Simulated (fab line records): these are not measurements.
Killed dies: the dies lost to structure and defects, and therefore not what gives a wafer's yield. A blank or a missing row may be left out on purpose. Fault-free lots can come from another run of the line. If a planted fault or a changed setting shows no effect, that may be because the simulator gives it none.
fab line records	flow n5-finfet
record lots=11	wafers=29	last-day=17
route steps=1938 shown BEOL_M5@1172 BEOL_M6@1194 PASSIVATION@1936
lots untouched by any fault: they come from a run of this same line in which no faults occurred
start-h: hours from the record's first day to the start of the lot's first wafer shown	wait-h: hours since the lot's step before	" identical to the entry in the row above	L1.1+2: a row that stands for several wafers	- value missing, or start not given	* or withheld: withheld	< > ~ a bound
route shown NAME@n: NAME is a module with steps in the file, n the number in the route of the first one	usual: the fault-free wafers' mean and standard deviation	same: alike in all rows	chamber/n: place in a boat	sites: each site's reading	_std_site: their standard deviation	_edge_site: the outer-site mean with the inner-site mean subtracted	radius-mm: for every site, how far away it sits from the centre of the wafer	mask NAME#n: copy n	behind: the tool/chamber that last shaped the wafer	hold: the reason the lot was held/the length of the hold in hours/how it ended	device: the transistor (n, p or np) that didn't switch	end of line: the same wafers' tests at the end of the route	for a step that has no rows: nothing shown but its recipe	killed: count of dies lost to structure and defects at first sort (not the wafer's yield)	map: dies across one wafer; x = killed, . = not, _ = none there
set.NAME: the setting the step ran with; set.NAME@STEP: the setting that earlier step ran with	model.NAME: the simulator's own value behind a step, which no gauge read
steps of the route over a sample of lots; a table a step, a row a wafer
services: the hour from which a tool's chamber was out of use, counted from the record's first day as start-h (under 0 if before that day), plus the number of hours and why
## steps
# step N5_BEOL_M5_ALD_86
# recipe material=TaN	target-thk-a=*	temp-c=275	ald-precursor-family=PDMAT	ald-co-reactant=NH3	pressure-torr=3	carrier-flow-sccm=1500	pulse-time-s=2	purge-time-s=3	co-reactant-purge-time-s=2	co-reactant-pulse-time-s=3	ald-cycles=30	precursor-vessel-temp-c=75	precursor-vessel-pressure-torr=26.25	precursor-vessel-carrier-sccm=1000
# usual heater-power-w=410/49	susceptor-temp-C=274.99/0.18
# same co-reactant-pulse-time-s=3	purge-time-s=3
lot.wafer	tool	chamber	start-h	wait-h	heater-power-w	susceptor-temp-C
L232.3	ald-metal-02	1	175.05	0.1	407	274.85
L232.4	"	1	"	"	424	275.19
L232.6	"	0	"	"	382	274.92
L231.1	ald-metal-02	3	179.17	0.1	315	275.03
L231.5	"	0	"	"	375	275.20
L233.3	ald-metal-04	2	200.39	0.0	431	274.95
L233.4	"	0	"	"	460	275.10
L233.6	"	1	"	"	462	274.92
L235.2	ald-metal-02	2	202.90	0.3	430	274.47
L235.4	"	3	"	"	326	274.87
L235.6	"	0	"	"	374	275.31
L236.4	ald-metal-02	1	217.93	0.1	425	274.85
L236.5	"	2	"	"	437	274.97
L241.1	ald-metal-02	2	236.41	0.0	430	275.21
L241.5	"	0	"	"	378	275.21
L242.5	ald-metal-02	0	253.29	0.1	377	274.83
L242.6	"	3	"	"	328	275.00
L249.2	ald-metal-01	3	292.55	0.0	496	275.33
L249.4	"	1	"	"	402	274.74
L249.5	"	2	"	"	435	274.92
L251.1	ald-metal-02	0	295.43	0.0	384	274.93
L251.4	"	3	"	"	322	274.96
L251.5	"	0	"	"	391	274.98
L250.1	ald-metal-04	0	299.51	0.0	466	274.82
L250.2	"	2	"	"	416	275.11
L250.4	"	3	"	"	387	275.03
L253.1	ald-metal-02	2	313.00	0.0	434	275.28
L253.2	"	0	"	"	381	275.14
L253.6	"	1	"	"	416	274.97
# step N5_BEOL_M5_SPUTTER_48
# recipe material=Cu	target-thk-a=150	temp-c=-20	chamber-pressure-pa=0.07	power-w=withheld	time-s=27.62
# usual susceptor-temp-C=-19.99/0.1	throttle-valve-pct=29.8/1.1
# same time-s=27.62
lot.wafer	tool	chamber	start-h	wait-h	susceptor-temp-C	throttle-valve-pct
L232.3	pvd-sputter-02	-	175.60	0.1	-20.05	32.4
L232.4	"	-	"	"	-19.93	27.8
L232.6	"	-	"	"	-19.88	28.0
L231.1	pvd-sputter-03	-	179.95	0.3	-19.82	30.1
L231.5	"	-	"	"	-20.22	29.8
L233.3	pvd-sputter-01	-	202.43	0.1	-19.91	29.0
L233.4	"	-	"	"	-19.92	31.1
L233.6	"	-	"	"	-19.96	31.0
L235.2	pvd-sputter-03	-	203.41	0.1	-19.96	30.0
L235.4	"	-	"	"	-19.92	28.3
L235.6	"	-	"	"	-20.18	30.1
L236.4	pvd-sputter-02	-	218.78	0.1	-20.12	30.6
L236.5	"	-	"	"	-20.16	32.4
L241.1	pvd-sputter-03	-	236.95	0.1	-19.95	28.4
L241.5	"	-	"	"	-19.89	28.4
L242.5	pvd-sputter-01	-	253.71	0.1	-20.03	30.2
L242.6	"	-	"	"	-19.97	28.8
L249.2	pvd-sputter-03	-	293.15	0.2	-20.05	29.9
L249.4	"	-	"	"	-19.95	30.1
L249.5	"	-	"	"	-20.02	30.1
L251.1	pvd-sputter-02	-	296.15	0.1	-20.02	29.0
L251.4	"	-	"	"	-19.83	30.6
L251.5	"	-	"	"	-20.07	27.7
L250.1	pvd-sputter-01	-	300.21	0.1	-20.02	29.3
L250.2	"	-	"	"	-20.21	30.5
L250.4	"	-	"	"	-20.05	29.1
L253.1	pvd-sputter-03	-	313.45	0.1	-19.92	30.3
L253.2	"	-	"	"	-19.96	29.9
L253.6	"	-	"	"	-19.97	29.9
# step N5_BEOL_M5_SPUTTER_81
# recipe material=Cu	target-thk-a=150	temp-c=-20	chamber-pressure-pa=0.07	power-w=withheld	time-s=27.62
# usual susceptor-temp-C=-19.99/0.1	throttle-valve-pct=29.8/1.1
# same time-s=27.62
lot.wafer	tool	chamber	start-h	wait-h	susceptor-temp-C	throttle-valve-pct
L232.3	pvd-sputter-02	-	176.69	0.5	-19.93	32.3
L232.4	"	-	"	"	-19.92	27.9
L232.6	"	-	"	"	-19.92	27.8
L231.1	pvd-sputter-03	-	181.04	0.5	-20.04	30.3
L231.5	"	-	"	"	-19.98	30.3
L233.3	pvd-sputter-01	-	203.52	0.5	-20.08	29.0
L233.4	"	-	"	"	-19.96	30.8
L233.6	"	-	"	"	-20.05	31.2
L235.2	pvd-sputter-03	-	204.50	0.5	-19.77	30.0
L235.4	"	-	"	"	-19.90	28.2
L235.6	"	-	"	"	-20.00	29.5
L236.4	pvd-sputter-02	-	219.86	0.5	-20.05	30.7
L236.5	"	-	"	"	-20.23	32.3
L241.1	pvd-sputter-03	-	238.04	0.5	-20.03	28.1
L241.5	"	-	"	"	-19.89	28.5
L242.5	pvd-sputter-01	-	254.79	0.0	-20.08	30.6
L242.6	"	-	"	"	-20.15	28.9
L249.2	pvd-sputter-03	-	294.24	0.5	-19.98	30.0
L249.4	"	-	"	"	-20.01	30.1
L249.5	"	-	"	"	-19.97	30.0
L251.1	pvd-sputter-02	-	297.24	0.5	-19.87	29.5
L251.4	"	-	"	"	-20.14	30.6
L251.5	"	-	"	"	-20.10	27.5
L250.1	pvd-sputter-01	-	301.29	0.5	-19.99	29.0
L250.2	"	-	"	"	-19.87	30.7
L250.4	"	-	"	"	-19.92	29.1
L253.1	pvd-sputter-03	-	314.67	0.6	-19.97	30.1
L253.2	"	-	"	"	-20.01	30.2
L253.6	"	-	"	"	-19.99	29.7
# step N5_BEOL_M6_ILD_DEP_00
# recipe material=SiCOH_lowk	target-thk-a=1797.5	temp-c=300	precursor=DEMS/porogen	pressure-torr=5	rf-w=500	time-s=33.4
# usual heater-power-w=354/55	showerhead-plenum-p-Torr=5.733/0.023	susceptor-temp-C=300.03/0.19	throttle-valve-pct=13.8/0.73
lot.wafer	tool	chamber	start-h	wait-h	heater-power-w	showerhead-plenum-p-Torr	susceptor-temp-C	throttle-valve-pct
L232.3	pecvd-01	1	181.07	0.0	417	5.711	299.93	13.6
L232.4	"	1	"	"	419	5.713	300.03	13.5
L232.6	"	0	"	"	305	5.764	300.09	13.9
L231.1	pecvd-01	2	186.05	0.0	346	5.700	299.83	12.8
L231.5	"	2	"	"	353	5.698	299.98	12.8
L233.3	pecvd-01	2	207.91	0.0	392	5.703	299.82	12.5
L233.4	"	0	"	"	352	5.762	300.28	13.6
L233.6	"	1	"	"	417	5.709	299.94	13.5
L235.2	pecvd-01	1	209.09	0.0	492	5.715	299.99	13.4
L235.4	"	1	"	"	381	5.699	299.92	13.5
L235.6	"	2	"	"	400	5.696	299.78	12.9
L236.4	pecvd-01	1	224.30	0.1	465	5.725	-	13.3
L236.5	"	2	"	"	397	5.703	300.43	12.9
L241.1	pecvd-01	0	242.57	0.0	313	5.768	-	13.9
L241.5	"	2	"	"	384	5.707	300.03	12.8
L242.5	pecvd-02	0	259.16	0.1	301	5.734	299.78	14.8
L242.6	"	1	"	"	308	5.731	300.03	14.5
L249.2	pecvd-01	2	298.61	0.0	325	5.686	300.05	12.7
L249.4	"	0	"	"	314	5.751	300.30	13.9
L249.5	"	1	"	"	413	5.722	299.85	13.4
L251.1	pecvd-02	0	301.80	0.0	319	5.738	300.04	14.7
L251.4	"	0	"	"	320	5.724	299.98	14.6
L251.5	"	1	"	"	297	5.734	299.90	14.5
L250.1	pecvd-04	0	305.69	0.0	444	5.735	300.07	14.0
L250.2	"	2	"	"	364	5.712	300.21	15.3
L250.4	"	0	"	"	446	5.734	299.83	14.1
L253.1	pecvd-04	1	319.08	0.0	329	5.759	300.51	13.9
L253.2	"	0	"	"	363	5.752	300.27	14.2
L253.6	"	0	"	"	387	5.754	300.38	14.2
# step N5_BEOL_M6_THK_MEAS_01
# recipe reads=SiCOH_lowk_of_BEOL_M6_ILD_DEP_00
# usual M6_ILD_THK=155.1/2.7
lot.wafer	tool	chamber	start-h	wait-h	M6_ILD_THK[nm]
L232.3	film-metro-01	-	181.64	0.3	153.5
L232.4	"	-	"	"	158.1
L232.6	"	-	"	"	154.6
L231.1	film-metro-02	-	186.67	0.4	155.2
L231.5	"	-	"	"	157.5
L233.3	film-metro-01	-	208.97	0.5	156.7
L233.4	"	-	"	"	151.5
L233.6	"	-	"	"	154.9
L235.2	film-metro-02	-	209.67	0.4	151.1
L235.4	"	-	"	"	152.6
L235.6	"	-	"	"	155.1
L236.4	film-metro-01	-	225.09	0.2	140.5
L236.5	"	-	"	"	158.1
L241.1	film-metro-01	-	243.62	0.8	135.2
L241.5	"	-	"	"	158.0
L242.5	film-metro-01	-	259.71	0.1	157.9
L242.6	"	-	"	"	158.6
L249.2	film-metro-01	-	299.67	0.7	155.6
L249.4	"	-	"	"	155.3
L249.5	"	-	"	"	155.1
L251.1	film-metro-02	-	302.37	0.4	154.3
L251.4	"	-	"	"	154.9
L251.5	"	-	"	"	156.6
L250.1	film-metro-02	-	306.28	0.4	154.5
L250.2	"	-	"	"	159.2
L250.4	"	-	"	"	159.2
L253.1	film-metro-02	-	319.76	0.4	149.6
L253.2	"	-	"	"	157.1
L253.6	"	-	"	"	159.0
# step N5_PASSIVATION_PROBE_49
# usual defect-limited-yield=91.4/1.6	killed_at_M0_to_M3=35/10	killed_at_M4_up=12/4.7	killed-at-contacts=12/5.8	killed-at-front-end=38/12	killed-at-other=4/3.2	killed-dies=102/18	killed-open=68/14	killed-short=32/8	sort_bin_4_leakage=0.00/0.043	sort_bin_5_function=5.1/0.96	sort_bin_6_memory=3.2/0.77	sort_bin_8_speed=0.1/0.39	sort-n-pass=1078/20	sort-yield-pct=91.3/1.7
# same gross-dies=1180	killed-at-back-side=0
lot.wafer	tool	chamber	start-h	wait-h	defect-limited-yield[%]	killed_at_M0_to_M3	killed_at_M4_up	killed-at-contacts	killed-at-front-end	killed-at-other	killed-dies	killed-open	killed-short	sort_bin_4_leakage[%]	sort_bin_5_function[%]	sort_bin_6_memory[%]	sort_bin_8_speed[%]	sort-n-pass	sort-yield-pct[%]
L232.3	prober-02	-	276.29	0.1	93.9	18	9	8	31	6	72	51	21	0	3.6	2.2	0	1108	93.9
L232.4	prober-02	-	276.34	0.2	93.7	26	9	6	32	1	74	54	20	0	3.6	2.5	0	1106	93.7
L232.6	prober-02	-	276.44	0.3	94.5	27	13	5	20	0	65	43	21	0	3.4	2.0	0	1115	94.5
L242.5	prober-02	-	358.55	0.2	90.5	37	23	13	35	4	112	80	31	0	6.9	2.5	0	1068	90.5
L242.6	prober-02	-	358.60	0.3	89.8	34	15	14	52	5	120	76	44	0	6.3	3.7	0	1060	89.8
L251.1	prober-02	-	390.75	0.4	91.0	41	14	17	33	1	106	72	33	0	5.3	3.1	0	1074	91.0
L251.4	prober-02	-	390.90	0.5	89.3	46	9	22	40	9	126	74	52	0	5.9	4.2	0	1054	89.3
L251.5	prober-02	-	390.95	0.6	89.7	58	11	13	37	3	122	75	45	0	5.8	4.1	0	1058	89.7
L253.1	prober-02	-	403.77	0.0	90.1	39	14	19	42	3	117	85	31	0	6.0	3.7	0	1063	90.1
L253.2	prober-02	-	403.82	0.1	90.8	31	5	17	54	1	108	71	35	0	5.1	3.7	0	1072	90.8
L253.6	prober-02	-	404.02	0.3	91.1	31	15	12	44	3	105	66	39	0	6.2	2.5	0	1075	91.1
# killed by level:class
L232.3 STI_FIN_REVEAL:geometric-particle:open=10 MOL_CONTACT_COAG:geometric-particle:open=8 BEOL_M2:geometric-particle:open=5 FIN_SAQP:geometric-particle:short=4 DUMMY_GATE:geometric-particle:open=4 BEOL_M3:geometric-particle:open=4 FIN_SAQP:geometric-particle:open=3 GATE_CUT:geometric-particle:short=3
L232.4 FIN_SAQP:geometric-particle:open=9 BEOL_M2:geometric-particle:open=8 BEOL_M3:geometric-particle:open=8 DUMMY_GATE:geometric-particle:open=5 MOL_CONTACT_COAG:geometric-particle:open=5 FIN_SAQP:geometric-particle:short=4 GATE_CUT:geometric-particle:open=4 STARTING-WAFER:geometric-particle:short=4
L232.6 BEOL_M3:geometric-particle:open=9 BEOL_M2:geometric-particle:open=7 FIN_SAQP:geometric-particle:short=6 STI_FIN_REVEAL:geometric-particle:open=4 BEOL_M0_SAQP:geometric-particle:open=4 MOL_CONTACT_COAG:geometric-particle:short=3 BEOL_M0:geometric-particle:open=3 BEOL_M4:geometric-particle:open=3
L242.5 MOL_CONTACT_COAG:geometric-particle:open=12 BEOL_M4:geometric-particle:open=11 STI_FIN_REVEAL:geometric-particle:open=10 BEOL_M0_SAQP:geometric-particle:open=10 BEOL_M2:geometric-particle:open=9 FIN_SAQP:geometric-particle:open=6 FIN_SAQP:geometric-particle:short=5 BEOL_M1:geometric-particle:open=5
L242.6 FIN_SAQP:geometric-particle:open=20 MOL_CONTACT_COAG:geometric-particle:open=13 FIN_SAQP:geometric-particle:short=11 BEOL_M0_SAQP:geometric-particle:short=9 BEOL_M2:geometric-particle:open=7 BEOL_M4:geometric-particle:open=6 BEOL_M0_SAQP:geometric-particle:open=5 BEOL_M3:geometric-particle:short=5
L251.1 MOL_CONTACT_COAG:geometric-particle:open=14 BEOL_M0_SAQP:geometric-particle:short=13 FIN_SAQP:geometric-particle:open=10 BEOL_M3:geometric-particle:open=7 GATE_CUT:geometric-particle:short=6 BEOL_M0_SAQP:geometric-particle:open=6 BEOL_M2:geometric-particle:open=6 FIN_SAQP:geometric-particle:short=5
L251.4 MOL_CONTACT_COAG:geometric-particle:open=17 BEOL_M3:geometric-particle:open=12 GATE_CUT:geometric-particle:short=11 FIN_SAQP:geometric-particle:short=10 BEOL_M0_SAQP:geometric-particle:short=9 BEOL_M0_SAQP:geometric-particle:open=7 BEOL_M1:geometric-particle:open=6 MOL_CONTACT_COAG:geometric-particle:short=5
L251.5 FIN_SAQP:geometric-particle:short=11 BEOL_M0_SAQP:geometric-particle:open=11 BEOL_M0_SAQP:geometric-particle:short=10 BEOL_M1:geometric-particle:open=9 BEOL_M2:geometric-particle:open=9 MOL_CONTACT_COAG:geometric-particle:open=8 GATE_CUT:geometric-particle:short=6 BEOL_M3:geometric-particle:open=6
L253.1 MOL_CONTACT_COAG:geometric-particle:open=17 FIN_SAQP:geometric-particle:open=15 BEOL_M0_SAQP:geometric-particle:open=12 FIN_SAQP:geometric-particle:short=11 BEOL_M2:geometric-particle:open=9 BEOL_M0_SAQP:geometric-particle:short=7 BEOL_M3:geometric-particle:open=7 BEOL_M4:geometric-particle:open=6
L253.2 FIN_SAQP:geometric-particle:short=17 FIN_SAQP:geometric-particle:open=14 MOL_CONTACT_COAG:geometric-particle:open=14 BEOL_M0_SAQP:geometric-particle:open=12 BEOL_M0_SAQP:geometric-particle:short=8 DUMMY_GATE:geometric-particle:open=6 BEOL_M2:geometric-particle:open=5 GATE_CUT:geometric-particle:open=4
L253.6 BEOL_M0_SAQP:geometric-particle:open=11 BEOL_M0_SAQP:geometric-particle:short=11 FIN_SAQP:geometric-particle:open=10 STI_FIN_REVEAL:geometric-particle:open=10 MOL_CONTACT_COAG:geometric-particle:open=8 FIN_SAQP:geometric-particle:short=7 STARTING-WAFER:geometric-particle:short=5 MOL_CONTACT_COAG:geometric-particle:short=4
## services
tool	chamber	start-h	hours	kind
pecvd-02	2	158.51	5.0	scheduled-down
pecvd-04	-	168.14	0.8	repair
pecvd-04	2	177.30	2.1	scheduled-down
ald-metal-01	-	178.55	0.7	repair
ald-metal-02	1	187.77	24.8	repair
pecvd-04	2	187.96	5.0	scheduled-down
pecvd-02	2	202.38	-	clean
pecvd-02	2	202.38	-	consumable-replace:showerhead
pecvd-02	2	202.38	29.0	scheduled-down
pecvd-02	2	202.38	29.0	vent-cycle
pecvd-04	1	215.42	16.5	scheduled-down
ald-metal-02	-	230.37	2.8	pm
pecvd-01	1	233.27	5.5	scheduled-down
ald-metal-04	-	249.82	6.0	pm
pecvd-02	0	251.39	5.1	repair
ald-metal-02	0	265.38	2.8	repair
pecvd-01	0	279.00	2.1	scheduled-down
pecvd-04	1	287.78	2.1	scheduled-down
pecvd-01	-	297.19	1.4	repair
ald-metal-04	2	305.68	30.8	repair
pecvd-01	1	314.37	13.0	repair
## key
first-sign step=N5_BEOL_M6_THK_MEAS_01	reading=M6_ILD_THK	direction=down	sigmas=6.3	usual=155.1	struck=137.8
effect none on later readings
met-at N5_BEOL_M6_ILD_DEP_00
struck-lots L236,L241
struck-wafers L236.4,L241.1
not-acting-at N5_BEOL_M5_ALD_86,N5_BEOL_M5_SPUTTER_48,N5_BEOL_M5_SPUTTER_81
onset-between 209.09 224.30
fault kind=process-parameter-drift	tool=pecvd-01	chamber=-	onset-h=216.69	steps=N5_BEOL_M6_ILD_DEP_00	channel=time-s	offset=*	shape=step	end-h=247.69	scope=struck-wafers-only	acts-in=*	stated=*
